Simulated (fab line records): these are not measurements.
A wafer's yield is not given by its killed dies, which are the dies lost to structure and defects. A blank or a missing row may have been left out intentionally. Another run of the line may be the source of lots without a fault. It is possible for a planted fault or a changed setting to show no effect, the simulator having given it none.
Matching of chambers / flow nandHarc / NHARC_P_ZERO_WELL_ETCH_63 on rieSi-02: 4 sister chambers
The step etches the open film in HBr/Cl2, target depth 120 nm, time 40.1 s. 18 wafers are shown with their chamber, then 9 later ones without.

## WAFERS WITH THEIR CHAMBER
wafer=L078.1; chamber=0; drypumpMotorCurrentA (A)=6.2; mfcCl2Sccm (sccm)=50.07; oesProductAu (a.u.)=1.000
wafer=L078.3; chamber=1; drypumpMotorCurrentA (A)=6.2; mfcCl2Sccm (sccm)=49.86; oesProductAu (a.u.)=1.013
wafer=L078.6; chamber=2; drypumpMotorCurrentA (A)=6.6; mfcCl2Sccm (sccm)=50.07; oesProductAu (a.u.)=1.020
wafer=L081.1; chamber=2; drypumpMotorCurrentA (A)=6.5; mfcCl2Sccm (sccm)=50.11; oesProductAu (a.u.)=1.016
wafer=L081.4; chamber=3; drypumpMotorCurrentA (A)=5.3; mfcCl2Sccm (sccm)=50.21; oesProductAu (a.u.)=1.003
wafer=L081.6; chamber=1; drypumpMotorCurrentA (A)=6.2; mfcCl2Sccm (sccm)=49.86; oesProductAu (a.u.)=1.001
wafer=L084.1; chamber=1; drypumpMotorCurrentA (A)=6.2; mfcCl2Sccm (sccm)=49.95; oesProductAu (a.u.)=1.019
wafer=L084.3; chamber=0; drypumpMotorCurrentA (A)=6.2; mfcCl2Sccm (sccm)=50.13; oesProductAu (a.u.)=1.006
wafer=L084.6; chamber=0; drypumpMotorCurrentA (A)=6.2; mfcCl2Sccm (sccm)=50.16; oesProductAu (a.u.)=1.003
wafer=L086.2; chamber=1; drypumpMotorCurrentA (A)=6.2; mfcCl2Sccm (sccm)=49.77; oesProductAu (a.u.)=1.012
wafer=L086.4; chamber=2; drypumpMotorCurrentA (A)=6.5; mfcCl2Sccm (sccm)=50.04; oesProductAu (a.u.)=1.009
wafer=L086.6; chamber=2; drypumpMotorCurrentA (A)=6.5; mfcCl2Sccm (sccm)=50.01; oesProductAu (a.u.)=1.009
wafer=L087.1; chamber=3; drypumpMotorCurrentA (A)=5.3; mfcCl2Sccm (sccm)=49.87; oesProductAu (a.u.)=1.025
wafer=L087.4; chamber=2; drypumpMotorCurrentA (A)=6.5; mfcCl2Sccm (sccm)=49.91; oesProductAu (a.u.)=1.014
wafer=L087.5; chamber=0; drypumpMotorCurrentA (A)=6.2; mfcCl2Sccm (sccm)=50.18; oesProductAu (a.u.)=0.992
wafer=L088.1; chamber=2; drypumpMotorCurrentA (A)=6.5; mfcCl2Sccm (sccm)=50.02; oesProductAu (a.u.)=1.006
wafer=L088.4; chamber=0; drypumpMotorCurrentA (A)=6.2; mfcCl2Sccm (sccm)=50.23; oesProductAu (a.u.)=0.983
wafer=L088.6; chamber=3; drypumpMotorCurrentA (A)=5.3; mfcCl2Sccm (sccm)=49.95; oesProductAu (a.u.)=1.021

SIGNATURES (means of the wafers above)
reading=drypumpMotorCurrentA; chamber 0=6.200; chamber 1=6.200; chamber 2=6.517; chamber 3=5.300; scatter within a chamber=0.0244
reading=mfcCl2Sccm; chamber 0=50.1540; chamber 1=49.8600; chamber 2=50.0267; chamber 3=50.0100; scatter within a chamber=0.0912
reading=oesProductAu; chamber 0=0.99680; chamber 1=1.01125; chamber 2=1.01233; chamber 3=1.01633; scatter within a chamber=0.00814
Rule: distance of a wafer from a chamber = root of the sum over the readings of ((wafer's reading minus chamber's mean) / reading's scatter) squared. The wafer belongs to the nearest chamber; if the next one is less than 2 further off, it can't be placed. The scatter: take each reading less its chamber's mean, square it, sum over the shown wafers, divide by the number of wafers less the number of chambers, and take the root.

## WAFERS WITHOUT THEIR CHAMBER
wafer=L091.4; drypumpMotorCurrentA (A)=5.3; mfcCl2Sccm (sccm)=50.05; oesProductAu (a.u.)=1.027
wafer=L091.5; drypumpMotorCurrentA (A)=5.4; mfcCl2Sccm (sccm)=49.86; oesProductAu (a.u.)=1.022
wafer=L091.6; drypumpMotorCurrentA (A)=6.5; mfcCl2Sccm (sccm)=50.14; oesProductAu (a.u.)=1.005
wafer=L092.2; drypumpMotorCurrentA (A)=6.2; mfcCl2Sccm (sccm)=49.87; oesProductAu (a.u.)=1.006
wafer=L092.3; drypumpMotorCurrentA (A)=6.5; mfcCl2Sccm (sccm)=50.12; oesProductAu (a.u.)=1.005
wafer=L092.5; drypumpMotorCurrentA (A)=6.2; mfcCl2Sccm (sccm)=50.10; oesProductAu (a.u.)=1.005
wafer=L095.1; drypumpMotorCurrentA (A)=6.5; mfcCl2Sccm (sccm)=50.20; oesProductAu (a.u.)=1.008
wafer=L095.3; drypumpMotorCurrentA (A)=5.3; mfcCl2Sccm (sccm)=50.14; oesProductAu (a.u.)=1.008
wafer=L095.6; drypumpMotorCurrentA (A)=6.2; mfcCl2Sccm (sccm)=49.82; oesProductAu (a.u.)=1.003

## WHICH CHAMBER EACH WENT THROUGH
wafer=L091.4; from the rows above=3; in truth=3
wafer=L091.5; from the rows above=3; in truth=3
wafer=L091.6; from the rows above=2; in truth=2
wafer=L092.2; from the rows above=1; in truth=1
wafer=L092.3; from the rows above=2; in truth=2
wafer=L092.5; from the rows above=can't be placed: 0 or 1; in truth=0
wafer=L095.1; from the rows above=2; in truth=2
wafer=L095.3; from the rows above=3; in truth=3
wafer=L095.6; from the rows above=1; in truth=1
Placed correctly: 8 of 9. Cannot be placed on the basis of these rows: 1; the candidates contain the true chamber in 1. Wrongly placed: 0.
